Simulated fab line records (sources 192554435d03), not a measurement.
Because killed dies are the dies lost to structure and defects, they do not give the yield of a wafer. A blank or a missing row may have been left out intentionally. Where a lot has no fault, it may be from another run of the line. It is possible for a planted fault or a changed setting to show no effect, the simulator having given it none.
Lot-split experiment || flow n5-finfet || 7 lots, 21 wafers read, on a route of 1938 steps

## SPLIT DETAILS
At N5_SD_EPI_P_PEB_07 (peb time 60 s), the setting peb-time-s was moved away from the recipe's 60 s on 8 of the 21 wafers read, by -11.3% to +22.0%. The other wafers ran this setting at the recipe's value.

## FROM THE SPLIT TO THE READING: what the file shows between them, 1 step
- N5_SD_EPI_P_DEVELOP_08: develop time 30 s

## THE READING
cd-nm at N5_SD_EPI_P_CD_MEAS_09, given in nm (cd target 240 nm). On this fab line, fault-free wafers typically give 239.8 nm with a standard deviation of 0.77 nm.

{"wafer": "L074.1", "tool, chamber at the split": "litho-track-04, 0", "peb-time-s as run, s": 69.38, "against the recipe": "+15.6%", "cd-nm, nm": 246.1, "against lot-mates on the recipe": "+5.6"}
{"wafer": "L074.3", "tool, chamber at the split": "litho-track-04, 0", "peb-time-s as run, s": 60, "against the recipe": "recipe", "cd-nm, nm": 240.3, "against lot-mates on the recipe": "-"}
{"wafer": "L074.6", "tool, chamber at the split": "litho-track-04, 0", "peb-time-s as run, s": 60, "against the recipe": "recipe", "cd-nm, nm": 240.7, "against lot-mates on the recipe": "-"}
{"wafer": "L080.2", "tool, chamber at the split": "litho-track-04, 0", "peb-time-s as run, s": 60, "against the recipe": "recipe", "cd-nm, nm": 239.7, "against lot-mates on the recipe": "-"}
{"wafer": "L080.3", "tool, chamber at the split": "litho-track-04, 0", "peb-time-s as run, s": 60, "against the recipe": "recipe", "cd-nm, nm": 240.0, "against lot-mates on the recipe": "-"}
{"wafer": "L080.5", "tool, chamber at the split": "litho-track-04, 0", "peb-time-s as run, s": 60, "against the recipe": "recipe", "cd-nm, nm": 239.6, "against lot-mates on the recipe": "-"}
{"wafer": "L089.2", "tool, chamber at the split": "litho-track-04, 0", "peb-time-s as run, s": 67.83, "against the recipe": "+13.1%", "cd-nm, nm": 245.0, "against lot-mates on the recipe": "+4.6"}
{"wafer": "L089.4", "tool, chamber at the split": "litho-track-04, 0", "peb-time-s as run, s": 60, "against the recipe": "recipe", "cd-nm, nm": 240.4, "against lot-mates on the recipe": "-"}
{"wafer": "L089.6", "tool, chamber at the split": "litho-track-04, 0", "peb-time-s as run, s": 67.83, "against the recipe": "+13.1%", "cd-nm, nm": 244.1, "against lot-mates on the recipe": "+3.7"}
{"wafer": "L091.3", "tool, chamber at the split": "litho-track-04, 0", "peb-time-s as run, s": 53.2, "against the recipe": "-11.3%", "cd-nm, nm": 236.2, "against lot-mates on the recipe": -5.0}
{"wafer": "L091.4", "tool, chamber at the split": "litho-track-04, 0", "peb-time-s as run, s": 60, "against the recipe": "recipe", "cd-nm, nm": 241.2, "against lot-mates on the recipe": "-"}
{"wafer": "L091.5", "tool, chamber at the split": "litho-track-04, 0", "peb-time-s as run, s": 53.2, "against the recipe": "-11.3%", "cd-nm, nm": 236.8, "against lot-mates on the recipe": -4.4}
{"wafer": "L092.3", "tool, chamber at the split": "litho-track-03, 0", "peb-time-s as run, s": 60, "against the recipe": "recipe", "cd-nm, nm": 240.3, "against lot-mates on the recipe": "-"}
{"wafer": "L092.4", "tool, chamber at the split": "litho-track-03, 0", "peb-time-s as run, s": 60, "against the recipe": "recipe", "cd-nm, nm": 239.8, "against lot-mates on the recipe": "-"}
{"wafer": "L092.6", "tool, chamber at the split": "litho-track-03, 0", "peb-time-s as run, s": 60, "against the recipe": "recipe", "cd-nm, nm": 238.8, "against lot-mates on the recipe": "-"}
{"wafer": "L093.1", "tool, chamber at the split": "litho-track-04, 0", "peb-time-s as run, s": 73.17, "against the recipe": "+22.0%", "cd-nm, nm": 245.7, "against lot-mates on the recipe": "+6.2"}
{"wafer": "L093.4", "tool, chamber at the split": "litho-track-04, 0", "peb-time-s as run, s": 73.17, "against the recipe": "+22.0%", "cd-nm, nm": 245.8, "against lot-mates on the recipe": "+6.3"}
{"wafer": "L093.5", "tool, chamber at the split": "litho-track-04, 0", "peb-time-s as run, s": 60, "against the recipe": "recipe", "cd-nm, nm": 239.5, "against lot-mates on the recipe": "-"}
{"wafer": "L097.1", "tool, chamber at the split": "litho-track-02, 0", "peb-time-s as run, s": 60, "against the recipe": "recipe", "cd-nm, nm": 238.4, "against lot-mates on the recipe": "-"}
{"wafer": "L097.4", "tool, chamber at the split": "litho-track-02, 0", "peb-time-s as run, s": 69.11, "against the recipe": "+15.2%", "cd-nm, nm": 243.6, "against lot-mates on the recipe": "+4.8"}
{"wafer": "L097.5", "tool, chamber at the split": "litho-track-02, 0", "peb-time-s as run, s": 60, "against the recipe": "recipe", "cd-nm, nm": 239.1, "against lot-mates on the recipe": "-"}

THE FIT
A straight line over all 21 wafers: cd-nm changes by +0.299 nm for each +1% of peb-time-s; r = +0.96; the points scatter about the line by 0.83 nm.
The same after taking each lot's own level away (the mean of its wafers on the recipe; 21 wafers): +0.326 nm for each +1%; r = +0.99; scatter 0.54 nm.
Per that fit: largest peb-time-s move, reading shift of 7.2 nm.
Across the lots, their own levels run from 238.75 to 241.20 nm, a range of 3.2 times the standard deviation given above.
Consequently the slope shifts little with the lot-to-lot level, the two slopes agreeing.
Check: +7.23 nm against its lot-mates is what the line predicts for one of the wafers moved furthest among these (+22.0%) when that wafer is left out of the fit. Against them it came out at +6.2 nm.

## OTHER SPLITS APPLIED TO THESE WAFERS
Before the reading, these wafers also passed through other splits. Each is held against what the fit with the lots' levels taken away leaves over:
{"other split on the same wafers": "N5_DUMMY_GATE_ETCH_32 time-s", "wafers away from the commonest value": 4, "r with cd-nm (lot level and that fit taken away)": "+0.08"}

## THE WHOLE CHAIN: every reading that the file lists as answering this split, in the file's order
{"step": "N5_SD_EPI_P_CD_MEAS_09", "what it does": "target cd 240 nm", "reading": "cd-nm", "change (the file's fit)": "+0.323 nm for each +1% of the setting", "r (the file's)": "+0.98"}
{"step": "N5_SD_EPI_P_DESCUM_14", "what it does": "chemistry O2, time 7.9 s", "reading": "SD_EPI_P.cd-nm (the simulator's own value, which no gauge read)", "change (the file's fit)": "+0.321 nm for each +1% of the setting", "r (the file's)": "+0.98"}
{"step": "N5_SD_EPI_P_ETCH_36", "what it does": "etches SiARC in CF4, target depth 45.5 nm, time 75.8 s", "reading": "SD_EPI_P.cd-nm (the simulator's own value, which no gauge read)", "change (the file's fit)": "+0.33 nm for each +1% of the setting", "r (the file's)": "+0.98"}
{"step": "N5_SD_EPI_P_ETCH_37", "what it does": "etches SOC in N2/H2, overetch 108 nm, time 486 s", "reading": "SD_EPI_P.cd-nm (the simulator's own value, which no gauge read)", "change (the file's fit)": "+0.242 nm for each +1% of the setting", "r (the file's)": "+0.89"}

## FILE'S OWN FIT
cd-nm changes by +0.323 nm for each +1% of peb-time-s, r = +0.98.
